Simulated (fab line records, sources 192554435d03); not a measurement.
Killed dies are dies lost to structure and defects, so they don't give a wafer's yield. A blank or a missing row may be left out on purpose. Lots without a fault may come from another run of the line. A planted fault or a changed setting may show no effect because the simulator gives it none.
Which tool did it? | flow n5_finfet | 9 lots, 27 wafers sampled, at 4 steps of a route of 1938

WHAT THE GAUGES READ, wafer by wafer
N5_SD_ACTIVATION_RS_MEAS_03: measures by four-point-probe.
lot  | measured    | on            | RS_SD_P (ohm/sq)
L128 | day 3 11:32 | film_metro-02 | 56.0 56.1 55.8
L137 | day 5 17:40 | film_metro-01 | 58.0 58.4 58.7
L138 | day 5 23:35 | film_metro-02 | 55.7 55.9 56.5
L140 | day 6 10:37 | film_metro-01 | 65.4 64.0 65.2
L142 | day 6 20:24 | film_metro-01 | 62.9 64.1 63.0
L146 | day 7 23:35 | film_metro-01 | 55.4 56.3 55.7
L148 | day 8 14:41 | film_metro-02 | 56.2 56.5 56.9
L150 | day 8 21:49 | film_metro-01 | 55.1 55.6 55.9
L151 | day 9 04:28 | film_metro-02 | 56.8 57.1 56.0

WHICH TOOL RAN EACH LOT (tool, then ch and the chambers of the sampled wafers, then the start)
lot  | N5_SD_EPI_N_ETCHBACK_44           | N5_SD_EPI_P_STRIP_40                | N5_SD_EPI_P_EPI_21
L128 | rie_diel-04 ch 2,3, day 3 02:29   | plasma_asher-01 ch 0,1, day 3 07:21 | epi_rpcvd-02 ch 0, day 3 08:56
L137 | rie_diel-05 ch 0,1,2, day 5 09:29 | plasma_asher-02 ch 0,1, day 5 14:20 | epi_rpcvd-01 ch 0, day 5 15:12
L138 | rie_diel-04 ch 0,2,3, day 5 13:49 | plasma_asher-01 ch 0,1, day 5 19:24 | epi_rpcvd-02 ch 0, day 5 20:31
L140 | rie_diel-01 ch 0,2,3, day 6 00:35 | plasma_asher-01 ch 0,1, day 6 07:16 | epi_rpcvd-02 ch 0, day 6 08:28
L142 | rie_diel-05 ch 0,1,2, day 6 12:08 | plasma_asher-02 ch 0,1, day 6 17:04 | epi_rpcvd-02 ch 0, day 6 18:17
L146 | rie_diel-05 ch 0,1,2, day 7 14:16 | plasma_asher-02 ch 0,1, day 7 19:15 | epi_rpcvd-01 ch 0, day 7 19:53
L148 | rie_diel-04 ch 0,2,3, day 8 05:36 | plasma_asher-02 ch 0,1, day 8 11:15 | epi_rpcvd-03 ch 0, day 8 12:08
L150 | rie_diel-04 ch 0,1,3, day 8 13:36 | plasma_asher-01 ch 0,1, day 8 18:29 | epi_rpcvd-03 ch 0, day 8 19:21
L151 | rie_diel-01 ch 0,2,3, day 8 19:46 | plasma_asher-02 ch 0,1, day 9 00:56 | epi_rpcvd-01 ch 0, day 9 01:27
- N5_SD_EPI_N_ETCHBACK_44: etches SiNx in CH3F/O2, stops on SiO2, target depth 14.5 nm.
- N5_SD_EPI_P_STRIP_40: strips in N2/H2.
- N5_SD_EPI_P_EPI_21: deposits SiGe:B, time 355 s.

THE ANSWER, worked out from the rows above alone
Rule: what is usual is taken from the lots themselves. Put in order of their means at a reading, lots are off if they are a third of the lots or fewer, leave a main group of 4 or more, and stand apart from it by a gap of 3 or more times the standard deviation of the main group's means; of several such gaps the widest counts. A main group whose means are all the same, to the digits that the tables above print for the reading, isn't used. A lot without any number at a reading at which 4 lots or more have one is off too. The other lots that the step has rows for count as sound.
Off: L140, L142, at N5_SD_ACTIVATION_RS_MEAS_03 (RS_SD_P). The main group: mean 56.4 ohm/sq, standard deviation 0.88.
A tool fits if, at a process step before that reading, it ran every lot that is off, and no sound lot after the first of them. The gauges at N5_SD_ACTIVATION_RS_MEAS_03 are tried like those tools. One fits: epi_rpcvd-02 at N5_SD_EPI_P_EPI_21. Its last sound lot is L138 (day 5 20:31), its first lot that is off L140 (day 6 08:28): a fault that began between those two fits.

WHAT THE SIMULATOR HAD PUT IN
Process parameter drift: epi_rpcvd-02, from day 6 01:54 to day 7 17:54, at N5_SD_EPI_P_EPI_21. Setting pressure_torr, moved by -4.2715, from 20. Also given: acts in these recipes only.
Lots struck among those shown: L140, L142. The rule above found the same.
